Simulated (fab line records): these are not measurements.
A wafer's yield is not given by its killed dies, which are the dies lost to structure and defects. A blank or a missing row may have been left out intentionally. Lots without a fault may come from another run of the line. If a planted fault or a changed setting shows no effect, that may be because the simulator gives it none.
Comparing a struck lot with a sound one	flow n5_finfet	16 out of 1938 route steps
Sound: the wafers L541.2, L541.4. Struck: wafer L546.3. (L546.2 of the same lot was not struck and is left out.) The cause comes at the end.
Order at every step that has rows: each side's tool, ch and its chambers, its first start. Under that, the readings that differ: sound wafers	struck wafers	difference of the means	sigmas: that difference in standard deviations of wafers without a fault.
alike: a reading whose means differ by less than 2 such deviations, as well as words and numbers matching on both sides. not compared: withheld readings; readings where some wafer has no value; bounds like >300 that might hide an equal value; numbers whose values overlap and for which the record gives no deviation.
The two part at a step that has a row with sigmas, a row that says differs or no value, or rows on one side only. Non-overlapping numbers with no deviation appear without sigmas and do not part them. A reading missing from all wafers of one side parts the sides only when that side holds two or more wafers.

first, 1 step without rows for these wafers: N5_MOL_CONTACT_COAG_DEVELOP_07 (develop time 30 s).
N5_MOL_CONTACT_COAG_CD_MEAS_08: target cd 28 nm.
  sound on cd_sem-01 ch 0, day 7 14:26; struck on cd_sem-03 ch 0, day 8 21:23
  alike: cd_nm
N5_MOL_CONTACT_COAG_OVL_MEAS_09:
  sound on overlay-02 ch 0, day 7 14:28; struck on overlay-01 ch 0, day 8 21:25
  alike: CA_OVL
N5_MOL_CONTACT_COAG_INSPECT_10: inspects for defects (brightfield).
  sound: defect_inspect-02 at day 7 14:31; struck: defect_inspect-01 at day 8 21:29
  alike: raw_defect_count
then, 1 step without rows for these wafers: N5_MOL_CONTACT_COAG_DESCUM_13 (chemistry O2, time 7 s).
N5_MOL_CONTACT_COAG_ETCH_59: etches underlayer in N2/H2, target depth 13 nm, time 10.4 s.
  sound on rie_diel-04 ch 0,3, day 7 14:35; struck on rie_diel-04 ch 3, day 8 21:33
  alike: drypump_motor_current_A, etch_rf_on_time_s, oes_product_au, rf_vpp_V, showerhead_plenum_p_Torr, throttle_valve_pct
  not compared: rf_hours_counter_h
N5_MOL_CONTACT_COAG_ETCH_105: etches SiARC in CF4, target depth 15.6 nm, time 26 s.
  sound on rie_diel-04 ch 0,3, day 7 14:36; struck on rie_diel-04 ch 3, day 8 21:34
  alike: drypump_motor_current_A, etch_rf_on_time_s, oes_product_au, rf_vpp_V, showerhead_plenum_p_Torr, throttle_valve_pct
  not compared: rf_hours_counter_h
N5_MOL_CONTACT_COAG_ETCH_106: etches SOC in N2/H2, target depth 80 nm, overetch 16 nm, time 120 s.
  sound on rie_diel-04 ch 0,3, day 7 14:38; struck on rie_diel-04 ch 3, day 8 21:35
  alike: drypump_motor_current_A, oes_product_au, rf_vpp_V, showerhead_plenum_p_Torr, throttle_valve_pct
  not compared: rf_hours_counter_h
then, 2 steps without rows for these wafers: N5_MOL_CONTACT_COAG_STRIP_107 (strips in N2/H2); N5_MOL_CONTACT_COAG_STRIP_108 (strips in N2/H2).
N5_MOL_CONTACT_COAG_CONTACT_ETCH_14: etches SiO2 in C4F6/O2, target depth 27.5 nm, overetch 8.5 nm, time 20 s.
  sound on rie_diel-04 ch 0,3, day 7 14:44; struck on rie_diel-04 ch 3, day 8 21:41
reading	sound	struck	difference	sigmas
C4F6_flow_sccm (sccm)	16.00 16.11	15.94	-0.12	-2
  alike: drypump_motor_current_A, oes_product_au, rf_vpp_V, showerhead_plenum_p_Torr, throttle_valve_pct
  not compared: rf_hours_counter_h
then, 1 step without rows for these wafers: N5_MOL_CONTACT_COAG_STRIP_109 (strips in C4F6/O2).
N5_MOL_CONTACT_COAG_ETCH_15: etches SiNx in CH3F/O2, stops on Si:P, target depth 7 nm.
  sound on rie_diel-04 ch 0,3, day 7 14:46; struck on rie_diel-04 ch 3, day 8 21:44
reading	sound	struck	difference	sigmas
over_etch_frac	0.75 0.75	1.4329	+0.6829	
model.SOC_of_MOL_CONTACT_COAG_COAT_103.thk_nm (nm)	75.4 75.2	74.2	-1.1	
  alike: drypump_motor_current_A, oes_product_au, rf_vpp_V, showerhead_plenum_p_Torr, throttle_valve_pct
  not compared: rf_hours_counter_h
N5_MOL_CONTACT_COAG_ETCH_110: etches Si in CF4/O2, target depth 2.5 nm, time 8 s.
  sound on rie_diel-04 ch 0,3, day 7 14:50; struck on rie_diel-04 ch 3, day 8 21:47
reading	sound	struck	difference	sigmas
model.SOC_of_MOL_CONTACT_COAG_COAT_103.thk_nm (nm)	73.8 73.6	72.8	-0.9	
  alike: drypump_motor_current_A, oes_product_au, rf_vpp_V, showerhead_plenum_p_Torr, throttle_valve_pct
  not compared: rf_hours_counter_h
N5_MOL_CONTACT_COAG_STRIP_98: strips in N2/H2.
  sound on rie_diel-04 ch 0,3, day 7 14:53; struck on rie_diel-04 ch 3, day 8 21:50
  alike: bias_power_w, drypump_motor_current_A, oes_product_au, rf_vpp_V, showerhead_plenum_p_Torr, throttle_valve_pct
  not compared: rf_hours_counter_h
-- a jump in the record: the struck wafers' starts before and after are 9 days apart (it breaks off in module MOL_CONTACT_COAG and resumes in module PASSIVATION, where the first step shown is number 1936 of the route) --
N5_PASSIVATION_PROBE_49:
  rows exist in the record for the struck wafers here (prober-01, day 17 18:50), but not for the sound ones

== WHERE THEY PART ==
Last at N5_PASSIVATION_PROBE_49 as far as this record goes, first at N5_MOL_CONTACT_COAG_CONTACT_ETCH_14.

WHY: whatever the simulator had introduced
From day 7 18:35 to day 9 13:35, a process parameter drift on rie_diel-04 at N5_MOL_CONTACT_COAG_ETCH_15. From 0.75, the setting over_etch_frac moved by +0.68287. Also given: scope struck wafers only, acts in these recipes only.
